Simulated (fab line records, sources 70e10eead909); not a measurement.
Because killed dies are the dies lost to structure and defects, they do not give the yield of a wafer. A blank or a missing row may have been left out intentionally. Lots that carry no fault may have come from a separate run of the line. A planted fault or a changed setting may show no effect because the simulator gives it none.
fab line records	flow nand_harc	part 1 of 2: steps 1 to 23 of 32
record lots=5	wafers=15	last_day=32
route steps=1302 shown A_SLIT@939 A_SIN_REMOVE@947 A_WL_FILL@952
lots that met no fault: taken from a fault-free run of the same line
start_h: the number of hours between the record's first day and the start of the first shown wafer of the lot	wait_h: time in hours since the lot's previous step	" as in the row above	L1.1+2: several wafers, shown together as one row	- no value present, or no start provided	* or withheld: withheld	< > ~ a bound
route shown NAME@n: NAME is a module with steps in the file, n the number in the route of the first one	usual: the fault-free wafers' mean and standard deviation	same: alike in all rows	chamber/n: place in a boat	sites: the reading at each site	_std_site: how widely they spread, as a standard deviation	_edge_site: the outer-site mean with the inner-site mean subtracted	radius_mm: how far each site lies from the wafer's centre	mask NAME#n: copy n	behind: tool/chamber where the wafer was last shaped	hold: why the lot was held/for how many hours/how that ended	device: names the non-switching transistor (n, p or np)	end of line: the tests these same wafers got at the end of their route	for a step that has no rows: nothing shown but its recipe	killed: not the wafer's yield, but the dies lost to structure and defects at the first sort	map: a wafer's dies, x killed, . not, _ none there
set.NAME: the setting the step ran with; set.NAME@STEP: the setting that earlier step ran with	model.NAME: the simulator's own value behind a step, which no gauge read
certain route steps with their lots: each step a table, each wafer a row
services: a tool's chamber out of use, with start hour (start_h, from the record's first day; less than 0 if before it), hours out, and reason
## steps
# step NHARC_A_SLIT_ETCH_17
# recipe bias_v=900	source_w=withheld	pressure_mtorr=20	ar_flow_sccm=375	c4f8_flow_sccm=83.3	o2_flow_sccm=41.7	time_s=4254.5	target_depth_a=2.03e+05	chemistry=C4F8/O2/Ar
# usual drypump_motor_current_A=5.6/0.68	showerhead_plenum_p_Torr=3.64/0.17	throttle_valve_pct=32.046/0.0097
lot.wafer	tool	chamber	start_h	wait_h	drypump_motor_current_A	rf_hours_counter_h	showerhead_plenum_p_Torr	throttle_valve_pct
L080.1	har_etch-02	0	478.52	-	4.9	58	3.91	32.030
L080.2	"	1	"	"	5.1	58	3.68	32.034
L080.4	"	0	"	"	4.9	-	3.91	32.057
L084.3	har_etch-01	1	525.34	-	6.4	-	3.55	32.043
L084.5	"	1	526.53	-	6.4	-	3.55	32.048
L084.6	"	0	"	"	6.3	-	3.44	32.040
L088.2	har_etch-01	1	566.70	-	6.4	323	3.54	32.047
L088.1	"	0	"	"	6.3	323	3.43	32.055
L088.6	"	0	569.78	-	6.3	-	3.43	32.036
L090.3	har_etch-01	0	582.92	-	6.3	-	3.42	32.034
L090.4	"	1	"	"	6.5	-	3.53	32.048
L090.6	"	1	584.76	-	6.5	-	3.53	32.046
L091.2	har_etch-02	0	589.20	-	4.9	126	3.87	32.040
L091.3	"	1	"	"	5.1	-	3.64	32.037
L091.4	"	0	"	"	4.9	-	3.87	32.048
# step NHARC_A_SLIT_ETCH_26
# recipe bias_v=400	source_w=2000	pressure_mtorr=25	time_s=90	ar_flow_sccm=375	c4f8_flow_sccm=41.7	o2_flow_sccm=83.3	target_depth_a=4000	chemistry=C4F8/O2/Ar
# usual drypump_motor_current_A=5.6/0.68	rf_fwd_power_W=1987/6.6	showerhead_plenum_p_Torr=3.67/0.17	throttle_valve_pct=27.621/0.0085
lot.wafer	tool	chamber	start_h	wait_h	drypump_motor_current_A	rf_fwd_power_W	rf_hours_counter_h	showerhead_plenum_p_Torr	throttle_valve_pct
L080.1	har_etch-02	0	482.17	3.0	4.9	1991	61	3.94	27.618
L080.2	"	1	"	"	5.1	1983	61	3.71	27.609
L080.4	"	0	"	"	4.9	1992	-	3.94	27.629
L084.3	har_etch-01	1	527.80	1.9	6.5	1988	-	3.58	27.619
L084.5	"	1	"	"	6.5	1986	-	3.58	27.624
L084.6	"	0	"	"	6.3	1987	-	3.46	27.616
L088.2	har_etch-01	1	570.40	3.1	6.5	1989	326	3.57	27.624
L088.1	"	0	"	"	6.2	1984	326	3.45	27.626
L088.6	"	0	"	"	6.2	1988	-	3.45	27.630
L090.3	har_etch-01	0	585.44	1.9	6.3	1991	-	3.44	27.621
L090.4	"	1	"	"	6.5	2000	-	3.56	27.607
L090.6	"	1	"	"	6.5	1993	-	3.56	27.621
L091.2	har_etch-02	0	592.20	2.4	4.9	1975	129	3.90	27.627
L091.3	"	1	"	"	5.1	1990	-	3.67	27.627
L091.4	"	0	"	"	4.9	1983	-	3.91	27.615
# step NHARC_A_SLIT_STRIP_28
# recipe o2_flow_sccm=400	cos_flow_sccm=20	ar_flow_sccm=0	bias_w=0	chemistry=O2/COS
lot.wafer	tool	chamber	start_h	wait_h
L080.1+2+4	rie_diel-12	1,0,0	482.95	0.8
L084.3+6+5	rie_diel-10	2,1,2	528.53	0.7
L088.2+1+6	rie_diel-12	1,2,2	571.19	0.8
L090.3+4+6	rie_diel-12	1,0,1	586.16	0.7
L091.4+2+3	rie_diel-10	1,3,0	592.97	0.7
# step NHARC_A_SLIT_ETCH_29
# recipe target_depth_a=1000	overetch_a=100	time_s=55	ion_energy_ev=100	cf4_flow_sccm=80	o2_flow_sccm=20	ar_flow_sccm=0	rf_w=300	bias_w=100	chemistry=CF4/O2
# usual drypump_motor_current_A=5.9/0.46	oes_product_au=1.001/0.0071	rf_fwd_power_W=296.8/1.4	rf_vpp_V=198.1/1.4	showerhead_plenum_p_Torr=1.35/0.051	throttle_valve_pct=13.397/0.0096
lot.wafer	tool	chamber	start_h	wait_h	drypump_motor_current_A	oes_product_au	rf_fwd_power_W	rf_hours_counter_h	rf_vpp_V	showerhead_plenum_p_Torr	throttle_valve_pct
L080.2	rie_diel-12	1	483.07	0.1	5.6	1.009	298.5	3.9	197.1	1.30	13.408
L080.1	"	2	"	"	5.8	0.998	297.4	3.5	198.0	1.37	13.407
L080.4	"	0	"	"	6.6	1.002	296.2	-	198.8	1.30	13.402
L084.3	rie_diel-10	2	528.62	0.1	6.1	1.002	297.7	8.5	197.2	1.27	13.399
L084.6	"	1	"	"	5.0	0.987	297.0	-	196.7	1.32	13.386
L084.5	"	2	"	"	6.1	0.997	297.3	-	198.6	1.28	13.388
L088.2	rie_diel-12	1	571.29	0.1	5.6	0.995	298.8	8.3	196.8	1.30	13.403
L088.1	"	2	"	"	5.7	1.001	297.1	8.8	198.1	1.36	13.421
L088.6	"	1	"	"	5.6	0.996	298.3	-	198.0	1.30	13.402
L090.3	rie_diel-12	3	586.26	0.1	6.3	1.008	297.6	9.5	199.3	1.35	13.402
L090.4	"	2	"	"	5.7	1.000	296.4	10.3	199.8	1.36	13.387
L090.6	"	0	"	"	6.7	1.001	294.4	-	197.5	1.30	13.405
L091.4	rie_diel-10	1	593.07	0.1	5.0	0.997	296.2	0.5	197.6	1.32	13.382
L091.2	"	2	"	"	6.1	1.008	297.7	0.6	195.5	1.27	13.404
L091.3	"	0	"	"	6.2	1.003	296.3	0.5	200.6	1.40	13.403
# step NHARC_A_SLIT_STRIP_18
# recipe o2_flow_sccm=500	ar_flow_sccm=0	bias_w=0	chemistry=O2
# usual drypump_motor_current_A=5.9/0.44	oes_product_au=1.001/0.0083	rf_vpp_V=57.8/1	showerhead_plenum_p_Torr=3.57/0.13	throttle_valve_pct=17.037/0.0099
lot.wafer	tool	chamber	start_h	wait_h	drypump_motor_current_A	oes_product_au	rf_hours_counter_h	rf_vpp_V	showerhead_plenum_p_Torr	throttle_valve_pct
L080.2	rie_diel-12	0	-	-	6.7	0.989	3.4	56.2	3.45	17.032
L080.1	"	1	"	"	5.7	1.007	3.9	57.5	3.43	17.044
L080.4	"	0	"	"	6.7	0.990	-	58.4	3.45	17.027
L084.3	rie_diel-10	1	-	-	5.0	0.996	7.8	58.6	3.50	17.036
L084.6	"	1	"	"	5.0	0.988	-	58.0	3.50	17.046
L084.5	"	2	"	"	6.1	0.986	-	56.2	3.38	17.043
L088.1	rie_diel-12	2	-	-	5.8	1.006	8.8	56.7	3.60	17.036
L088.2	"	3	"	"	6.3	0.991	8.0	58.6	3.56	17.032
L088.6	"	2	"	"	5.8	1.005	-	58.4	3.60	17.023
L090.4	rie_diel-12	1	-	-	5.7	1.003	9.5	57.1	3.43	17.049
L090.3	"	2	"	"	5.8	0.994	10.3	58.7	3.60	17.045
L090.6	"	0	"	"	6.7	1.004	-	56.8	3.45	17.025
L091.2	rie_diel-10	1	-	-	5.0	0.996	0.5	57.8	3.50	17.046
L091.3	"	2	"	"	6.1	0.989	0.6	56.4	3.38	17.026
L091.4	"	3	"	"	5.7	1.001	0.6	57.9	3.76	17.031
# step NHARC_A_SLIT_PRECLEAN_19
# recipe time_s=*	temp_c=50	bath_age_min=0	chemistry=SC1
# usual h2o2_flow_mL_min=56.60/0.18	sc1_h2o2_end_mol_l=0.3698/0.00069
lot.wafer	tool	chamber	start_h	wait_h	h2o2_flow_mL_min	sc1_h2o2_end_mol_l
L080.2	wet_bench-04	3	483.53	-	56.26	0.3699
L080.1	"	4	"	"	56.77	0.3697
L080.4	"	5	"	"	56.52	0.3675
L084.5	wet_bench-07	6	529.02	-	56.61	0.3691
L084.3	"	1	"	"	56.58	0.3720
L084.6	"	2	"	"	56.45	0.3677
L088.6	wet_bench-07	4	571.68	-	56.86	0.3693
L088.1	"	5	"	"	56.77	0.3696
L088.2	"	7	"	"	56.67	0.3706
L090.6	wet_bench-03	1	586.66	-	56.60	0.3697
L090.3	"	2	"	"	56.43	0.3708
L090.4	"	5	"	"	56.60	0.3692
L091.2	wet_bench-04	1	593.47	-	56.48	0.3701
L091.4	"	3	"	"	56.63	0.3700
L091.3	"	4	"	"	56.76	0.3697
# step NHARC_A_SLIT_SRD_20
lot.wafer	tool	chamber	start_h	wait_h
L080.2+1+4	wet_bench-04	3,4,5	-	-
L084.5+3+6	wet_bench-07	6,1,2	-	-
L088.6+1+2	wet_bench-07	4,5,7	-	-
L090.6+3+4	wet_bench-03	1,2,5	-	-
L091.2+4+3	wet_bench-04	1,3,4	-	-
# step NHARC_A_SLIT_CD_MEAS_21
# usual cd_nm=289.8/0.64
lot.wafer	tool	chamber	start_h	wait_h	cd_nm
L080.1	cd_sem-03	-	483.67	-	290.9
L080.2	"	-	"	"	290.0
L080.4	"	-	"	"	290.8
L084.3	cd_sem-02	-	529.16	-	290.4
L084.5	"	-	"	"	290.8
L084.6	"	-	"	"	290.5
L088.1	cd_sem-01	-	571.82	-	290.9
L088.2	"	-	"	"	289.8
L088.6	"	-	"	"	289.9
L090.3	cd_sem-01	-	586.80	-	289.7
L090.4	"	-	"	"	290.5
L090.6	"	-	"	"	290.4
L091.2	cd_sem-02	-	593.60	-	290.1
L091.3	"	-	"	"	290.5
L091.4	"	-	"	"	289.9
# step NHARC_A_SIN_REMOVE_WET_00
# recipe temp_c=160	time_s=15300	chemistry=H3PO4
lot.wafer	tool	chamber	start_h	wait_h
L080.1+2+4	wet_h3po4-01	0	485.34	1.7
L084.3+5+6	wet_h3po4-01	0	530.83	1.7
L088.1+2+6	wet_h3po4-02	0	573.49	1.7
L090.3+4+6	wet_h3po4-02	0	588.46	1.7
L091.2+3+4	wet_h3po4-01	0	595.27	1.7
# step NHARC_A_SIN_REMOVE_PRECLEAN_01
# recipe time_s=*	temp_c=50	bath_age_min=0	chemistry=SC1
# usual h2o2_flow_mL_min=56.60/0.18	sc1_h2o2_end_mol_l=0.3698/0.00064
lot.wafer	tool	chamber	start_h	wait_h	h2o2_flow_mL_min	sc1_h2o2_end_mol_l
L080.4	wet_bench-01	1	490.17	0.0	56.14	0.3707
L080.2	"	3	"	"	56.28	0.3700
L080.1	"	6	"	"	56.73	0.3712
L084.6	wet_bench-06	7	535.61	0.0	56.70	0.3690
L084.3	"	3	"	"	56.61	0.3693
L084.5	"	4	"	"	56.59	0.3697
L088.2	wet_bench-01	5	578.29	0.0	56.35	0.3695
L088.1	"	6	"	"	56.58	0.3709
L088.6	"	0	"	"	56.49	0.3685
L090.3	wet_bench-02	6	593.19	0.0	56.57	0.3696
L090.6	"	0	"	"	56.54	0.3693
L090.4	"	1	"	"	56.68	0.3696
L091.4	wet_bench-01	7	600.03	0.0	56.73	0.3705
L091.3	"	1	"	"	56.38	0.3701
L091.2	"	3	"	"	56.69	0.3692
# step NHARC_A_SIN_REMOVE_SRD_02
lot.wafer	tool	chamber	start_h	wait_h
L080.4+2+1	wet_bench-01	1,3,6	-	-
L084.6+3+5	wet_bench-06	7,3,4	-	-
L088.2+1+6	wet_bench-01	5,6,0	-	-
L090.3+6+4	wet_bench-02	6,0,1	-	-
L091.4+3+2	wet_bench-01	7,1,3	-	-
# step NHARC_A_SIN_REMOVE_INSPECT_04
# usual raw_defect_count=377/72
lot.wafer	tool	chamber	start_h	wait_h	raw_defect_count
L080.1	defect_inspect-01	-	490.35	0.0	443
L080.2	"	-	"	"	476
L080.4	"	-	"	"	484
L084.3	defect_inspect-02	-	535.79	0.0	314
L084.5	"	-	"	"	321
L084.6	"	-	"	"	341
L088.1	defect_inspect-01	-	578.46	0.0	318
L088.2	"	-	"	"	405
L088.6	"	-	"	"	471
L090.3	defect_inspect-01	-	593.37	0.0	361
L090.4	"	-	"	"	315
L090.6	"	-	"	"	390
L091.2	defect_inspect-01	-	600.22	0.0	287
L091.3	"	-	"	"	379
L091.4	"	-	"	"	337
# step NHARC_A_WL_FILL_ALD_00
# recipe target_thk_a=30	pulse_time_s=3	ald_cycles=30	temp_c=300	material=Al2O3
# usual heater_power_w=464/63	precursor_pulse_height_rel=1.002/0.021
# same ald_cycles=30	pulse_time_s=3
lot.wafer	tool	chamber	start_h	wait_h	heater_power_w	precursor_pulse_height_rel
L080.1	ald_hk-04	3	490.42	0.1	460	1.019
L080.2	"	0	"	"	408	1.019
L080.4	"	1	"	"	633	1.019
L084.3	ald_hk-02	1	535.91	0.1	488	0.984
L084.5	"	3	"	"	502	0.999
L084.6	"	0	"	"	484	0.996
L088.1	ald_hk-01	1	578.53	0.1	386	0.993
L088.2	"	3	"	"	398	0.991
L088.6	"	1	"	"	378	1.017
L090.3	ald_hk-04	3	593.50	0.1	458	0.990
L090.4	"	1	"	"	627	0.970
L090.6	"	3	"	"	469	1.010
L091.3	ald_hk-01	1	600.29	0.1	385	0.976
L091.2	"	2	"	"	471	0.994
L091.4	"	0	"	"	405	1.005
# step NHARC_A_WL_FILL_RTA_01
# recipe temp_c=1000	time_s=5
# usual lamp_power_pct=27.9/0.42	lamp_zone_3_pct=27.9/0.42	wafer_temp_C_max=1003.7/0.98
lot.wafer	tool	chamber	start_h	wait_h	lamp_power_pct	lamp_zone_3_pct	wafer_temp_C_max
L080.1	rtp_anneal-02	0	490.69	-	27.3	27.3	1006.3
L080.2	"	0	"	"	27.3	27.4	1004.9
L080.4	"	0	"	"	27.3	27.4	1004.5
L084.3	rtp_anneal-02	0	536.17	-	27.3	27.3	1005.3
L084.5	"	0	"	"	27.3	27.3	1003.3
L084.6	"	0	"	"	27.3	27.3	1005.3
L088.1	rtp_anneal-02	0	578.79	-	27.4	27.4	1004.9
L088.2	"	0	"	"	27.4	27.3	1004.9
L088.6	"	0	"	"	27.3	27.4	1003.6
L090.3	rtp_anneal-01	0	593.80	-	28.2	28.2	1002.2
L090.4	"	0	"	"	28.2	28.2	1002.9
L090.6	"	0	"	"	28.2	28.2	1003.4
L091.2	rtp_anneal-01	0	600.58	-	28.2	28.2	1002.9
L091.3	"	0	"	"	28.1	28.2	1002.9
L091.4	"	0	"	"	28.1	28.2	1001.3
# step NHARC_A_WL_FILL_ALD_02
# recipe target_thk_a=20	pulse_time_s=3	ald_cycles=100	temp_c=450	material=TiN
# usual heater_power_w=1106/110	precursor_pulse_height_rel=1.002/0.019
# same ald_cycles=100	pulse_time_s=3
lot.wafer	tool	chamber	start_h	wait_h	heater_power_w	precursor_pulse_height_rel
L080.2	ald_metal-02	0	490.90	0.2	910	0.978
L080.1	"	2	"	"	1121	1.014
L080.4	"	3	"	"	1067	1.007
L084.3	ald_metal-02	2	536.43	0.2	1126	0.974
L084.6	"	0	"	"	961	0.999
L084.5	"	2	"	"	1126	1.022
L088.1	ald_metal-04	1	579.05	0.2	1039	1.005
L088.2	"	2	"	"	1238	1.005
L088.6	"	1	"	"	1052	0.981
L090.3	ald_metal-04	3	593.96	0.1	1019	1.029
L090.4	"	0	"	"	992	1.011
L090.6	"	3	"	"	1062	1.025
L091.2	ald_metal-02	1	600.77	0.2	1056	0.977
L091.4	"	2	"	"	1178	1.020
L091.3	"	3	"	"	1078	1.022
# step NHARC_A_WL_FILL_CVD_03
# recipe target_thk_a=400	temp_c=300	pressure_torr=40	wf6_flow_sccm=40	h2_flow_sccm=1600	ar_flow_sccm=1560	time_s=279	material=W
# usual heater_power_w=485/66	throttle_valve_pct=7.94/0.26
lot.wafer	tool	chamber	start_h	wait_h	heater_power_w	throttle_valve_pct
L080.2	cvd_w-02	0	491.34	0.1	534	8.04
L080.1	"	1	"	"	478	8.06
L080.4	"	1	"	"	473	8.37
L084.3	cvd_w-02	1	536.99	0.2	466	8.41
L084.6	"	0	"	"	539	7.84
L084.5	"	1	"	"	478	8.37
L088.1	cvd_w-01	1	579.45	0.1	561	7.98
L088.2	"	0	"	"	383	7.99
L088.6	"	1	"	"	547	7.67
L090.3	cvd_w-02	1	594.50	0.2	473	8.23
L090.4	"	0	"	"	541	8.03
L090.6	"	0	"	"	536	7.60
L091.2	cvd_w-01	1	601.26	0.1	554	7.88
L091.4	"	0	"	"	394	7.86
L091.3	"	1	"	"	543	7.66
# step NHARC_A_WL_FILL_ETCHBACK_04
# recipe target_depth_a=600	time_s=120	chemistry=NF3
# usual drypump_motor_current_A=5.63/0.28	oes_product_au=1.001/0.0074
lot.wafer	tool	chamber	start_h	wait_h	drypump_motor_current_A	oes_product_au	rf_hours_counter_h
L080.1	rie_metal-03	1	491.70	0.3	5.83	1.000	3.0
L080.2	"	0	"	"	6.12	1.003	3.0
L080.4	"	1	"	"	5.88	1.001	-
L084.3	rie_metal-01	0	537.31	0.3	5.18	0.987	-
L084.5	"	1	"	"	5.71	0.998	-
L084.6	"	0	"	"	5.17	0.990	-
L088.2	rie_metal-01	1	579.82	0.3	5.69	1.000	0.0
L088.1	"	0	"	"	5.18	0.997	0.1
L088.6	"	0	"	"	5.19	0.993	-
L090.3	rie_metal-02	1	594.84	0.3	5.63	1.002	-
L090.4	"	0	"	"	5.56	0.991	-
L090.6	"	1	"	"	5.63	1.002	-
L091.2	rie_metal-01	1	601.58	0.3	5.69	0.999	0.3
L091.3	"	1	"	"	5.69	1.001	-
L091.4	"	0	"	"	5.17	1.004	-
# step NHARC_A_WL_FILL_ETCHBACK_05
# recipe target_depth_a=220	time_s=60	temp_c=40	chemistry=Cl2/BCl3
# usual drypump_motor_current_A=5.63/0.29	oes_product_au=0.999/0.0069
lot.wafer	tool	chamber	start_h	wait_h	drypump_motor_current_A	oes_product_au	rf_hours_counter_h
L080.2	rie_metal-03	1	491.95	0.2	5.87	0.996	3.2
L080.1	"	0	"	"	6.10	1.007	3.2
L080.4	"	1	"	"	5.84	1.008	-
L084.3	rie_metal-01	1	537.49	0.1	5.72	1.001	-
L084.5	"	0	"	"	5.14	0.987	-
L084.6	"	1	"	"	5.71	1.001	-
L088.2	rie_metal-01	0	580.06	0.2	5.16	0.985	0.3
L088.1	"	1	"	"	5.75	0.994	0.1
L088.6	"	0	"	"	5.16	0.987	-
L090.3	rie_metal-02	0	595.04	0.2	5.59	1.009	-
L090.4	"	1	"	"	5.62	0.993	-
L090.6	"	1	"	"	5.61	0.995	-
L091.2	rie_metal-01	0	601.81	0.2	5.16	0.997	0.6
L091.4	"	0	"	"	5.17	0.988	-
L091.3	"	1	"	"	5.70	0.997	-
# step NHARC_A_WL_FILL_STRIP_27
# recipe power_w=1500	temp_c=250	time_s=20	chemistry=N2/H2
# usual drypump_motor_current_A=5.9/0.37	heater_power_w=304/14
lot.wafer	tool	chamber	start_h	wait_h	drypump_motor_current_A	heater_power_w	rf_hours_counter_h
L080.2	plasma_asher-02	1	492.08	0.1	6.2	318	18
L080.1	"	0	"	"	6.2	291	18
L080.4	"	1	"	"	6.2	322	-
L084.3	plasma_asher-02	0	537.66	0.2	6.3	296	-
L084.6	"	1	"	"	6.2	316	-
L084.5	"	0	"	"	6.3	290	-
L088.1	plasma_asher-01	1	580.20	0.1	6.0	312	17
L088.2	"	0	"	"	5.4	297	17
L088.6	"	1	"	"	6.1	314	-
L090.3	plasma_asher-02	0	595.20	0.1	6.2	304	-
L090.4	"	1	"	"	6.2	309	-
L090.6	"	0	"	"	6.3	305	-
L091.2	plasma_asher-01	1	601.96	0.1	6.1	315	22
L091.3	"	1	"	"	6.1	320	-
L091.4	"	0	"	"	5.4	284	-
# step NHARC_A_WL_FILL_STRIP_28
# recipe time_s=1200	temp_c=72.5	chemistry=post_etch_residue_remover
lot.wafer	tool	chamber	start_h	wait_h
L080.2+4+1	wet_bench-05	7,0,2	492.28	0.2
L084.3+6+5	wet_bench-09	7,0,2	537.78	0.1
L088.2+1+6	wet_bench-09	0,2,3	580.37	0.1
L090.3+6+4	wet_bench-09	0,1,5	595.33	0.1
L091.3+4+2	wet_bench-04	0,1,3	602.14	0.1
# step NHARC_A_WL_FILL_PRECLEAN_06
# recipe time_s=300	chemistry=DIW
lot.wafer	tool	chamber	start_h	wait_h
L080.2+4+1	wet_bench-05	7,0,2	-	-
L084.3+6+5	wet_bench-09	7,0,2	-	-
L088.2+1+6	wet_bench-09	0,2,3	-	-
L090.3+6+4	wet_bench-09	0,1,5	-	-
L091.3+4+2	wet_bench-04	0,1,3	-	-
# step NHARC_A_WL_FILL_SRD_07
lot.wafer	tool	chamber	start_h	wait_h
L080.2+4+1	wet_bench-05	7,0,2	-	-
L084.3+6+5	wet_bench-09	7,0,2	-	-
L088.2+1+6	wet_bench-09	0,2,3	-	-
L090.3+6+4	wet_bench-09	0,1,5	-	-
L091.3+4+2	wet_bench-04	0,1,3	-	-
# step NHARC_A_WL_FILL_ANNEAL_08
# recipe temp_c=450	time_s=1800
# usual spike_tc_top_C=474.9/3	zone_power_centre_pct=6.05/0.29
lot.wafer	tool	chamber	start_h	wait_h	spike_tc_top_C	zone_power_centre_pct
L080.1	furnace-04	0	495.99	-	473.8	5.82
L080.2	"	0	"	"	473.9	5.75
L080.4	"	0	"	"	473.9	5.71
L084.3	furnace-07	0	541.60	-	479.1	6.18
L084.5	"	0	"	"	479.5	6.29
L084.6	"	0	"	"	479.6	6.33
L088.1	furnace-04	0	584.12	-	473.3	5.88
L088.2	"	0	"	"	471.5	5.72
L088.6	"	0	"	"	471.8	5.86
L090.3	furnace-04	0	601.22	-	473.1	5.76
L090.4	"	0	"	"	471.8	5.88
L090.6	"	0	"	"	473.4	5.77
L091.2	furnace-07	0	605.72	-	479.1	6.19
L091.3	"	0	"	"	479.6	6.29
L091.4	"	0	"	"	480.4	6.21
